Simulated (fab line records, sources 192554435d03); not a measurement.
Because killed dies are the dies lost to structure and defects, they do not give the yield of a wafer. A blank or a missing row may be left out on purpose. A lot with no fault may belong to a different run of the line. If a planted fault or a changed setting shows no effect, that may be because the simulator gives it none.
fab line records	flow n5_finfet
record: lots: 24	wafers: 72	last_day: 20
route steps=1938 shown BEOL_M13@1660
lots that met no fault: taken from a fault-free run of the same line
start_h: hours from the record's first day to the start of the lot's first wafer shown	wait_h: hours from the lot's prior step to this one	" repeats the value in the row above	L1.1+2: several wafers, shown together as one row	- no value present, or no start provided	* or withheld: withheld	< > ~ a bound
route shown NAME@n: names a module that has steps shown in the file, with the first one's number in the route	usual: mean/standard deviation of fault-free wafers	same: alike in all rows	chamber/n: place in a boat	sites: readings site by site	_std_site: the standard deviation of these	_edge_site: the outer-site mean with the inner-site mean subtracted	radius_mm: how far each site lies from the wafer's centre	mask NAME#n: copy n	behind: tool/chamber where the wafer was last shaped	hold: cause of the lot's hold/its duration in hours/its outcome	device: which transistor (n, p or np) failed to switch	end of line: at the end of the route, the tests of the same wafers	a step with no rows: only its recipe	killed: dies that structure and defects cost at the first sort, which is not the same as the wafer's yield	map: a wafer's dies, x killed, . not, _ none there
set.NAME: the setting that was run; set.NAME@STEP: the one run at that earlier step	model.NAME: the simulator's own value behind a step, which no gauge read
a sample of lots followed through the steps of the route, with each step as a table and each wafer as a row
services: when a tool's chamber went out of use (start_h, in hours from the record's first day, below 0 if earlier), for how many hours, and the reason
== steps ==
step: N5_BEOL_M13_THK_MEAS_01
recipe: reads: SiOC_of_BEOL_M13_ILD_DEP_00
usual: M13_ILD_THK: 841/12
lot.wafer	tool	chamber	start_h	wait_h	M13_ILD_THK[nm]
L074.2	film_metro-01	-	278.55	0.1	845
L074.5	"	-	"	"	855
L074.6	"	-	"	"	869
L075.2	film_metro-02	-	304.96	0.1	821
L075.3	"	-	"	"	831
L075.4	"	-	"	"	839
L077.1	film_metro-01	-	305.01	0.1	821
L077.2	"	-	"	"	833
L077.5	"	-	"	"	839
L076.1	film_metro-01	-	311.19	0.1	843
L076.2	"	-	"	"	846
L076.4	"	-	"	"	867
L078.1	film_metro-01	-	311.51	0.1	846
L078.3	"	-	"	"	856
L078.5	"	-	"	"	867
L079.3	film_metro-02	-	311.74	0.1	839
L079.5	"	-	"	"	863
L079.6	"	-	"	"	859
L081.1	film_metro-02	-	319.53	0.1	826
L081.3	"	-	"	"	823
L081.6	"	-	"	"	828
L082.1	film_metro-02	-	327.96	0.1	827
L082.3	"	-	"	"	812
L082.4	"	-	"	"	846
L080.3	film_metro-02	-	328.12	0.1	835
L080.5	"	-	"	"	844
L080.6	"	-	"	"	849
L084.1	film_metro-01	-	331.16	0.1	839
L084.2	"	-	"	"	831
L084.4	"	-	"	"	845
L083.1	film_metro-02	-	333.45	0.1	821
L083.4	"	-	"	"	834
L083.6	"	-	"	"	833
L085.2	film_metro-02	-	352.03	0.1	846
L085.3	"	-	"	"	843
L085.6	"	-	"	"	855
L086.1	film_metro-01	-	359.68	0.1	844
L086.4	"	-	"	"	843
L086.6	"	-	"	"	852
L088.2	film_metro-02	-	362.59	0.1	833
L088.4	"	-	"	"	859
L088.5	"	-	"	"	851
L087.2	film_metro-02	-	365.38	0.1	844
L087.3	"	-	"	"	828
L087.5	"	-	"	"	846
L089.2	film_metro-02	-	381.43	0.1	834
L089.4	"	-	"	"	835
L089.5	"	-	"	"	839
L090.1	film_metro-02	-	398.00	0.1	829
L090.4	"	-	"	"	850
L090.5	"	-	"	"	852
L093.1	film_metro-01	-	398.38	0.2	840
L093.3	"	-	"	"	847
L093.5	"	-	"	"	840
L092.1	film_metro-02	-	398.63	0.1	826
L092.2	"	-	"	"	822
L092.5	"	-	"	"	846
L091.1	film_metro-02	-	403.86	0.1	848
L091.4	"	-	"	"	851
L091.6	"	-	"	"	852
L096.1	film_metro-02	-	425.05	0.1	842
L096.2	"	-	"	"	850
L096.3	"	-	"	"	844
L095.1	film_metro-01	-	429.00	0.1	821
L095.2	"	-	"	"	827
L095.4	"	-	"	"	844
L097.4	film_metro-02	-	438.27	0.1	842
L097.5	"	-	"	"	837
L097.6	"	-	"	"	848
L094.1	film_metro-01	-	445.26	0.1	834
L094.4	"	-	"	"	852
L094.5	"	-	"	"	845
step: N5_BEOL_M13_CD_MEAS_10
recipe: target_cd_nm: 190	landing_energy_ev: 500	detector: se_inlens	polarity: opening
usual: cd_nm: 190.6/1.1
same: landing_energy_ev: 500
lot.wafer	tool	chamber	start_h	wait_h	cd_nm
L074.2	cd_sem-03	0	278.85	-	189.9
L074.5	"	0	"	"	189.6
L074.6	"	0	"	"	189.7
L075.2	cd_sem-03	0	305.39	-	190.8
L075.3	"	0	"	"	190.7
L075.4	"	0	"	"	191.2
L077.1	cd_sem-03	0	305.55	-	190.9
L077.2	"	0	"	"	191.0
L077.5	"	0	"	"	190.6
L076.1	cd_sem-02	0	311.50	-	189.2
L076.2	"	0	"	"	188.9
L076.4	"	0	"	"	190.6
L078.1	cd_sem-03	0	311.93	-	190.5
L078.3	"	0	"	"	190.7
L078.5	"	0	"	"	190.1
L079.3	cd_sem-01	0	312.17	-	190.0
L079.5	"	0	"	"	189.8
L079.6	"	0	"	"	189.2
L081.1	cd_sem-03	0	319.83	-	190.9
L081.3	"	0	"	"	191.1
L081.6	"	0	"	"	189.1
L082.1	cd_sem-02	0	328.26	-	189.8
L082.3	"	0	"	"	190.6
L082.4	"	0	"	"	190.1
L080.3	cd_sem-02	0	328.55	-	189.9
L080.5	"	0	"	"	190.2
L080.6	"	0	"	"	190.5
L084.1	cd_sem-01	0	331.58	-	190.3
L084.2	"	0	"	"	190.2
L084.4	"	0	"	"	190.7
L083.1	cd_sem-02	0	333.88	-	188.8
L083.4	"	0	"	"	189.8
L083.6	"	0	"	"	189.1
L085.2	cd_sem-03	0	352.46	-	191.6
L085.3	"	0	"	"	193.1
L085.6	"	0	"	"	192.5
L086.1	cd_sem-03	0	360.11	-	189.8
L086.4	"	0	"	"	190.2
L086.6	"	0	"	"	189.6
L088.2	cd_sem-02	0	362.89	-	189.9
L088.4	"	0	"	"	190.3
L088.5	"	0	"	"	189.2
L087.2	cd_sem-02	0	365.81	-	190.9
L087.3	"	0	"	"	190.6
L087.5	"	0	"	"	189.3
L089.2	cd_sem-02	0	381.73	-	190.4
L089.4	"	0	"	"	191.2
L089.5	"	0	"	"	191.0
L090.1	cd_sem-02	0	398.30	-	188.5
L090.4	"	0	"	"	190.2
L090.5	"	0	"	"	190.6
L093.1	cd_sem-03	0	398.68	-	192.0
L093.3	"	0	"	"	193.1
L093.5	"	0	"	"	191.7
L092.1	cd_sem-03	0	399.06	-	191.4
L092.2	"	0	"	"	190.6
L092.5	"	0	"	"	191.5
L091.1	cd_sem-02	0	404.29	-	191.7
L091.4	"	0	"	"	191.1
L091.6	"	0	"	"	191.4
L096.1	cd_sem-02	0	425.35	-	192.5
L096.2	"	0	"	"	193.4
L096.3	"	0	"	"	192.6
L095.1	cd_sem-03	0	429.31	-	192.2
L095.2	"	0	"	"	191.5
L095.4	"	0	"	"	190.5
L097.4	cd_sem-01	0	438.70	-	189.7
L097.5	"	0	"	"	190.3
L097.6	"	0	"	"	189.9
L094.1	cd_sem-03	0	445.69	-	192.9
L094.4	"	0	"	"	191.2
L094.5	"	0	"	"	190.4
step: N5_BEOL_M13_DESCUM_15
recipe: chemistry: O2	time_s: 7.9	source_power_w: 50	bias_power_w: 20	pressure_mtorr: 20	rf_frequency_hz: 2.712e+07	temp_c: 40	o2_flow_sccm: 225
usual: drypump_motor_current_A: 5.8/0.45	o2_flow_sccm: 225.1/0.69	oes_product_au: 0.78/0.085	rf_vpp_V: 242.8/1.3	showerhead_plenum_p_Torr: 2.07/0.061	throttle_valve_pct: 20.51/0.21
lot.wafer	tool	chamber	start_h	wait_h	drypump_motor_current_A	o2_flow_sccm	oes_product_au	rf_hours_counter_h	rf_vpp_V	showerhead_plenum_p_Torr	throttle_valve_pct
L074.2	rie_diel-05	1	279.14	0.2	5.3	224.8	0.87	57	243.7	2.13	20.23
L074.5	"	0	"	"	5.8	225.5	0.68	-	243.1	2.07	20.35
L074.6	"	3	"	"	6.4	225.4	0.75	-	243.4	2.08	20.73
L075.2	rie_diel-02	1	305.48	0.0	5.6	225.8	0.73	190	240.3	2.00	20.74
L075.3	"	2	"	"	6.1	225.4	0.84	93	239.9	2.03	20.50
L075.4	"	3	"	"	5.9	225.2	0.71	-	242.5	1.99	20.44
L077.1	rie_diel-05	1	305.64	0.0	5.4	225.1	0.86	68	243.3	2.13	20.24
L077.2	"	0	"	"	5.8	226.4	0.67	243	242.7	2.07	20.35
L077.5	"	0	"	"	5.8	225.4	0.67	-	241.3	2.07	20.35
L076.1	rie_diel-05	3	311.70	0.1	6.4	224.1	0.73	181	242.8	2.07	20.73
L076.2	"	0	"	"	5.8	224.7	0.67	246	242.7	2.07	20.36
L076.4	"	1	"	"	5.3	225.1	0.86	70	244.2	2.13	20.24
L078.1	rie_diel-02	2	312.29	0.3	6.1	225.5	0.82	96	242.4	2.03	20.51
L078.3	"	0	"	"	4.8	224.4	0.92	28	242.8	2.14	20.42
L078.5	"	1	"	"	5.6	224.2	0.72	-	241.2	2.00	20.75
L079.3	rie_diel-03	2	312.56	0.3	5.7	225.7	0.67	242	240.7	1.98	20.58
L079.5	"	0	"	"	5.9	226.7	0.78	-	244.8	2.17	20.46
L079.6	"	2	"	"	5.7	225.3	0.67	-	242.0	1.98	20.58
L081.1	rie_diel-05	0	319.98	0.0	5.8	224.7	0.67	249	243.4	2.07	20.37
L081.3	"	2	"	"	6.2	225.1	0.88	41	241.5	2.04	20.41
L081.6	"	0	"	"	5.8	225.3	0.67	-	241.4	2.07	20.37
L082.1	rie_diel-05	2	328.47	0.2	6.2	225.0	0.88	46	242.7	2.04	20.42
L082.3	"	1	"	"	5.4	223.7	0.84	78	243.9	2.12	20.24
L082.4	"	2	"	"	6.2	224.1	0.87	-	243.4	2.04	20.42
L080.3	rie_diel-05	1	328.82	0.2	5.3	225.4	0.85	78	243.9	2.12	20.26
L080.5	"	1	"	"	5.3	224.9	0.84	-	243.1	2.12	20.26
L080.6	"	3	"	"	6.4	225.5	0.74	-	242.5	2.07	20.76
L084.1	rie_diel-05	3	333.84	2.2	6.4	225.4	0.73	191	241.3	2.07	20.74
L084.2	"	1	"	"	5.3	224.4	0.84	81	244.8	2.12	20.25
L084.4	"	3	"	"	6.4	224.1	0.73	-	243.0	2.07	20.75
L083.1	rie_diel-02	2	335.73	1.8	6.1	224.4	0.82	103	242.7	2.03	20.53
L083.4	"	1	"	"	5.6	224.2	0.71	203	242.4	1.99	20.77
L083.6	"	1	"	"	5.6	224.6	0.71	-	241.1	1.99	20.76
L085.2	rie_diel-05	1	354.04	1.5	5.3	225.8	0.83	93	242.9	2.12	20.27
L085.3	"	3	"	"	6.3	224.9	0.72	203	242.1	2.07	20.76
L085.6	"	3	"	"	6.4	224.4	0.71	-	243.0	2.07	20.77
L086.1	rie_diel-03	1	360.20	0.0	5.7	224.4	0.70	221	242.6	2.06	20.78
L086.4	"	3	"	"	5.5	224.3	0.68	-	244.0	2.16	20.65
L086.6	"	1	"	"	5.8	224.7	0.71	-	241.5	2.06	20.79
L088.2	rie_diel-03	3	362.98	0.0	5.5	226.7	0.68	222	243.6	2.16	20.64
L088.4	"	1	"	"	5.7	224.3	0.71	-	242.1	2.06	20.80
L088.5	"	3	"	"	5.5	225.6	0.68	-	245.2	2.16	20.66
L087.2	rie_diel-05	3	365.89	0.0	6.4	224.3	0.72	206	242.4	2.07	20.77
L087.3	"	2	"	"	6.2	225.5	0.86	65	242.8	2.03	20.44
L087.5	"	1	"	"	5.4	225.1	0.83	-	242.8	2.12	20.28
L089.2	rie_diel-03	0	381.86	0.1	5.9	225.2	0.75	150	245.4	2.17	20.49
L089.4	"	3	"	"	5.5	225.0	0.67	230	243.1	2.16	20.66
L089.5	"	3	"	"	5.5	225.0	0.67	-	246.0	2.16	20.68
L090.1	rie_diel-02	0	398.39	0.0	4.8	226.9	0.86	59	244.0	2.13	20.47
L090.4	"	2	"	"	6.0	225.0	0.79	128	240.7	2.02	20.54
L090.5	"	1	"	"	5.6	225.1	0.70	-	241.3	1.99	20.79
L093.1	rie_diel-02	1	398.77	0.0	5.6	224.7	0.71	216	241.1	1.99	20.79
L093.3	"	0	"	"	4.8	225.2	0.87	59	241.9	2.13	20.47
L093.5	"	0	"	"	4.8	225.5	0.86	-	244.2	2.13	20.47
L092.1	rie_diel-02	3	399.15	0.0	5.9	225.1	0.68	245	241.2	1.98	20.50
L092.2	"	1	"	"	5.6	225.5	0.71	216	241.3	1.99	20.80
L092.5	"	0	"	"	4.8	225.4	0.86	-	243.7	2.13	20.49
L091.1	rie_diel-05	2	404.38	0.0	6.2	225.4	0.84	77	242.1	2.03	20.47
L091.4	"	0	"	"	5.8	224.3	0.92	19	243.7	2.06	20.05
L091.6	"	0	"	"	5.8	226.0	0.93	-	242.7	2.06	20.06
L096.1	rie_diel-05	0	425.44	0.0	5.8	225.7	0.91	26	242.0	2.06	20.06
L096.2	"	1	"	"	5.4	225.4	0.81	114	244.0	2.11	20.31
L096.3	"	3	"	"	6.3	225.3	0.71	222	243.6	2.06	20.82
L095.1	rie_diel-02	2	429.42	0.1	6.1	226.4	0.79	138	241.1	2.02	20.56
L095.2	"	0	"	"	4.8	225.4	0.85	70	244.6	2.13	20.51
L095.4	"	0	"	"	4.8	225.3	0.86	-	243.0	2.13	20.51
L097.4	rie_diel-02	2	439.16	0.4	6.1	224.7	0.78	-	241.8	2.01	20.58
L097.5	"	1	"	"	5.6	226.7	0.70	-	242.1	1.98	20.82
L097.6	"	0	"	"	4.8	226.6	0.85	-	244.3	2.13	20.52
L094.1	rie_diel-02	0	445.78	0.0	4.8	224.4	0.84	76	243.1	2.12	20.51
L094.4	"	2	"	"	6.1	224.3	0.77	144	242.6	2.01	20.59
L094.5	"	2	"	"	6.1	224.6	0.77	-	239.8	2.01	20.58
step: N5_BEOL_M13_CD_MEAS_17
recipe: target_cd_nm: 190	polarity: opening
usual: cd_nm: 191.1/1.3
lot.wafer	tool	chamber	start_h	wait_h	cd_nm
L074.2	cd_sem-01	-	279.68	0.0	189.5
L074.5	"	-	"	"	189.7
L074.6	"	-	"	"	190.5
L075.2	cd_sem-03	-	306.01	0.0	192.1
L075.3	"	-	"	"	192.5
L075.4	"	-	"	"	192.9
L077.1	cd_sem-02	-	306.17	0.0	192.2
L077.2	"	-	"	"	191.6
L077.5	"	-	"	"	191.1
L076.1	cd_sem-02	-	312.23	0.0	189.2
L076.2	"	-	"	"	189.2
L076.4	"	-	"	"	192.2
L078.1	cd_sem-02	-	312.82	0.0	191.4
L078.3	"	-	"	"	191.4
L078.5	"	-	"	"	190.5
L079.3	cd_sem-03	-	313.09	0.0	189.1
L079.5	"	-	"	"	191.0
L079.6	"	-	"	"	188.6
L081.1	cd_sem-02	-	320.51	0.0	192.1
L081.3	"	-	"	"	192.1
L081.6	"	-	"	"	189.6
L082.1	cd_sem-03	-	329.00	0.0	191.2
L082.3	"	-	"	"	191.1
L082.4	"	-	"	"	190.7
L080.3	cd_sem-03	-	329.35	0.0	188.9
L080.5	"	-	"	"	189.7
L080.6	"	-	"	"	189.0
L084.1	cd_sem-03	-	334.37	0.0	190.7
L084.2	"	-	"	"	189.1
L084.4	"	-	"	"	190.2
L083.1	cd_sem-02	-	336.31	0.0	190.1
L083.4	"	-	"	"	190.6
L083.6	"	-	"	"	189.4
L085.2	cd_sem-02	-	354.58	0.0	191.2
L085.3	"	-	"	"	192.1
L085.6	"	-	"	"	192.3
L086.1	cd_sem-03	-	360.73	0.0	190.8
L086.4	"	-	"	"	190.7
L086.6	"	-	"	"	190.6
L088.2	cd_sem-02	-	363.51	0.0	190.1
L088.4	"	-	"	"	190.7
L088.5	"	-	"	"	189.5
L087.2	cd_sem-03	-	366.43	0.0	191.0
L087.3	"	-	"	"	190.7
L087.5	"	-	"	"	189.4
L089.2	cd_sem-03	-	382.39	0.0	189.1
L089.4	"	-	"	"	191.6
L089.5	"	-	"	"	190.2
L090.1	cd_sem-02	-	398.92	0.0	189.1
L090.4	"	-	"	"	191.2
L090.5	"	-	"	"	191.2
L093.1	cd_sem-02	-	399.30	0.0	192.3
L093.3	"	-	"	"	191.8
L093.5	"	-	"	"	191.9
L092.1	cd_sem-01	-	399.69	0.0	191.6
L092.2	"	-	"	"	191.8
L092.5	"	-	"	"	191.1
L091.1	cd_sem-02	-	404.91	0.0	191.7
L091.4	"	-	"	"	191.5
L091.6	"	-	"	"	192.3
L096.1	cd_sem-01	-	426.07	0.0	193.3
L096.2	"	-	"	"	193.6
L096.3	"	-	"	"	192.4
L095.1	cd_sem-02	-	429.95	0.0	194.4
L095.2	"	-	"	"	191.7
L095.4	"	-	"	"	191.8
L097.4	cd_sem-03	-	439.68	0.0	192.5
L097.5	"	-	"	"	191.6
L097.6	"	-	"	"	192.1
L094.1	cd_sem-03	-	446.31	0.0	193.6
L094.4	"	-	"	"	192.9
L094.5	"	-	"	"	191.8
step: N5_BEOL_M13_DEGAS_41
recipe: ambient: vacuum	temp_c: 250	time_s: 60
usual: heater_power_w: 345/34	susceptor_temp_C: 249.99/0.18
lot.wafer	tool	chamber	start_h	wait_h	heater_power_w	susceptor_temp_C
L074.2	pvd_sputter-01	-	282.92	0.2	353	250.19
L074.5	"	-	"	"	346	250.01
L074.6	"	-	"	"	356	250.11
L075.2	pvd_sputter-03	-	309.23	0.4	312	249.93
L075.3	"	-	"	"	284	250.17
L075.4	"	-	"	"	340	250.24
L077.1	pvd_sputter-02	-	309.25	0.2	349	250.01
L077.2	"	-	"	"	383	249.89
L077.5	"	-	"	"	376	249.83
L076.1	pvd_sputter-02	-	313.65	0.0	326	249.89
L076.2	"	-	"	"	387	250.12
L076.4	"	-	"	"	353	249.90
L078.1	pvd_sputter-03	-	316.69	0.1	303	250.27
L078.3	"	-	"	"	293	250.13
L078.5	"	-	"	"	332	249.91
L079.3	pvd_sputter-01	-	316.79	0.1	344	250.06
L079.5	"	-	"	"	347	249.94
L079.6	"	-	"	"	336	249.67
L081.1	pvd_sputter-02	-	326.69	0.2	376	249.54
L081.3	"	-	"	"	378	250.24
L081.6	"	-	"	"	319	249.89
L082.1	pvd_sputter-03	-	332.12	0.1	287	250.00
L082.3	"	-	"	"	340	249.92
L082.4	"	-	"	"	288	250.21
L080.3	pvd_sputter-02	-	336.39	0.3	345	249.99
L080.5	"	-	"	"	316	250.19
L080.6	"	-	"	"	372	249.86
L084.1	pvd_sputter-02	-	337.19	0.1	363	249.66
L084.2	"	-	"	"	377	250.20
L084.4	"	-	"	"	359	249.76
L083.1	pvd_sputter-03	-	339.74	0.2	294	249.74
L083.4	"	-	"	"	288	250.25
L083.6	"	-	"	"	335	249.96
L085.2	pvd_sputter-01	-	357.85	0.4	355	249.88
L085.3	"	-	"	"	348	249.82
L085.6	"	-	"	"	349	249.74
L086.1	pvd_sputter-03	-	362.82	0.7	331	249.91
L086.4	"	-	"	"	303	249.80
L086.6	"	-	"	"	308	249.88
L088.2	pvd_sputter-02	-	368.54	1.8	378	249.95
L088.4	"	-	"	"	347	250.00
L088.5	"	-	"	"	368	250.13
L087.2	pvd_sputter-03	-	369.51	0.2	284	250.05
L087.3	"	-	"	"	307	250.32
L087.5	"	-	"	"	309	249.99
L089.2	pvd_sputter-02	-	385.55	1.9	380	249.84
L089.4	"	-	"	"	330	249.80
L089.5	"	-	"	"	391	249.69
L093.1	pvd_sputter-01	-	402.80	0.4	358	249.72
L093.3	"	-	"	"	336	249.76
L093.5	"	-	"	"	425	250.20
L092.1	pvd_sputter-02	-	402.89	0.3	349	249.84
L092.2	"	-	"	"	376	250.15
L092.5	"	-	"	"	371	250.10
L090.1	pvd_sputter-02	-	405.29	2.6	322	249.75
L090.4	"	-	"	"	355	250.22
L090.5	"	-	"	"	326	249.79
L091.1	pvd_sputter-01	-	406.52	0.3	346	249.78
L091.4	"	-	"	"	420	250.12
L091.6	"	-	"	"	353	249.90
L096.1	pvd_sputter-02	-	428.71	1.3	376	250.08
L096.2	"	-	"	"	373	249.91
L096.3	"	-	"	"	331	250.23
L095.1	pvd_sputter-03	-	433.33	0.4	303	250.29
L095.2	"	-	"	"	338	249.86
L095.4	"	-	"	"	287	249.75
L097.4	pvd_sputter-01	-	443.08	0.6	355	250.19
L097.5	"	-	"	"	348	250.22
L097.6	"	-	"	"	353	249.62
L094.1	pvd_sputter-02	-	452.20	0.4	364	250.11
L094.4	"	-	"	"	385	250.18
L094.5	"	-	"	"	325	249.66
step: N5_BEOL_M13_RS_MEAS_54
recipe: thk_meas_gauge: four-point-probe	reads: Cu_of_BEOL_M13_ECD_47+Ta_of_BEOL_M13_SPUTTER_44+TaN_of_BEOL_M13_SPUTTER_43
usual: M13_RS: 0.0449/0.00071
lot.wafer	tool	chamber	start_h	wait_h	M13_RS[ohm/sq]
L074.2	film_metro-02	-	284.50	0.1	0.0448
L074.5	"	-	"	"	0.0461
L074.6	"	-	"	"	0.0457
L075.2	film_metro-01	-	310.48	0.1	0.0448
L075.3	"	-	"	"	0.0451
L075.4	"	-	"	"	0.0454
L077.1	film_metro-01	-	310.68	0.0	0.0460
L077.2	"	-	"	"	0.0461
L077.5	"	-	"	"	0.0462
L076.1	film_metro-02	-	314.90	0.0	0.0447
L076.2	"	-	"	"	0.0444
L076.4	"	-	"	"	0.0454
L078.1	film_metro-02	-	317.96	0.0	0.0458
L078.3	"	-	"	"	0.0455
L078.5	"	-	"	"	0.0447
L079.3	film_metro-01	-	318.12	0.1	0.0443
L079.5	"	-	"	"	0.0440
L079.6	"	-	"	"	0.0454
L081.1	film_metro-02	-	328.02	0.0	0.0453
L081.3	"	-	"	"	0.0449
L081.6	"	-	"	"	0.0450
L082.1	film_metro-02	-	333.51	0.0	0.0453
L082.3	"	-	"	"	0.0444
L082.4	"	-	"	"	0.0438
L080.3	film_metro-01	-	337.64	0.1	0.0449
L080.5	"	-	"	"	0.0445
L080.6	"	-	"	"	0.0460
L084.1	film_metro-01	-	338.48	0.0	0.0453
L084.2	"	-	"	"	0.0439
L084.4	"	-	"	"	0.0452
L083.1	film_metro-01	-	340.98	0.0	0.0442
L083.4	"	-	"	"	0.0457
L083.6	"	-	"	"	0.0443
L085.2	film_metro-02	-	359.17	0.1	0.0453
L085.3	"	-	"	"	0.0444
L085.6	"	-	"	"	0.0441
L086.1	film_metro-02	-	364.22	0.0	0.0453
L086.4	"	-	"	"	0.0447
L086.6	"	-	"	"	0.0449
L088.2	film_metro-02	-	369.97	0.1	0.0445
L088.4	"	-	"	"	0.0439
L088.5	"	-	"	"	0.0447
L087.2	film_metro-02	-	370.76	0.1	0.0437
L087.3	"	-	"	"	0.0438
L087.5	"	-	"	"	0.0438
L089.2	film_metro-01	-	386.80	0.1	0.0437
L089.4	"	-	"	"	0.0436
L089.5	"	-	"	"	0.0437
L093.1	film_metro-01	-	404.07	0.1	0.0452
L093.3	"	-	"	"	0.0442
L093.5	"	-	"	"	0.0456
L092.1	film_metro-01	-	404.13	0.0	0.0445
L092.2	"	-	"	"	0.0457
L092.5	"	-	"	"	0.0460
L090.1	film_metro-02	-	409.14	0.0	0.0440
L090.4	"	-	"	"	0.0444
L090.5	"	-	"	"	0.0459
L091.1	film_metro-02	-	409.95	0.0	0.0455
L091.4	"	-	"	"	0.0451
L091.6	"	-	"	"	0.0463
L096.1	film_metro-02	-	430.00	0.0	0.0450
L096.2	"	-	"	"	0.0441
L096.3	"	-	"	"	0.0447
L095.1	film_metro-01	-	434.57	0.0	0.0453
L095.2	"	-	"	"	0.0456
L095.4	"	-	"	"	0.0454
L097.4	film_metro-01	-	444.52	0.1	0.0463
L097.5	"	-	"	"	0.0462
L097.6	"	-	"	"	0.0456
L094.1	film_metro-02	-	453.53	0.0	0.0454
L094.4	"	-	"	"	0.0442
L094.5	"	-	"	"	0.0453
== services ==
tool	chamber	start_h	hours	kind
rie_diel-05	2	281.14	7.1	repair
rie_diel-02	0	294.77	12.3	repair
rie_diel-03	1	312.30	15.5	repair
rie_diel-05	3	315.21	3.1	repair
rie_diel-05	0	321.37	-	clean
rie_diel-05	0	321.37	-	consumable_replace:focus_ring
rie_diel-05	0	321.37	26.0	scheduled_down
rie_diel-05	0	321.37	26.0	vent_cycle
rie_diel-02	2	322.19	4.5	repair
rie_diel-03	-	327.21	28.1	pm
rie_diel-05	-	329.22	0.3	repair
rie_diel-02	-	332.96	1.8	repair
rie_diel-02	0	350.85	2.9	repair
rie_diel-02	-	368.45	4.3	pm
rie_diel-03	-	374.24	1.1	repair
rie_diel-05	3	381.29	7.0	repair
rie_diel-03	-	408.89	2.8	pm
rie_diel-02	-	412.46	0.3	repair
rie_diel-02	3	414.83	-	clean
rie_diel-02	3	414.83	-	consumable_replace:focus_ring
rie_diel-02	3	414.83	-	consumable_replace:showerhead
rie_diel-05	2	431.49	8.2	repair
rie_diel-05	0	434.83	5.0	repair
pvd_sputter-02	-	444.70	7.5	repair
== key ==
fault none
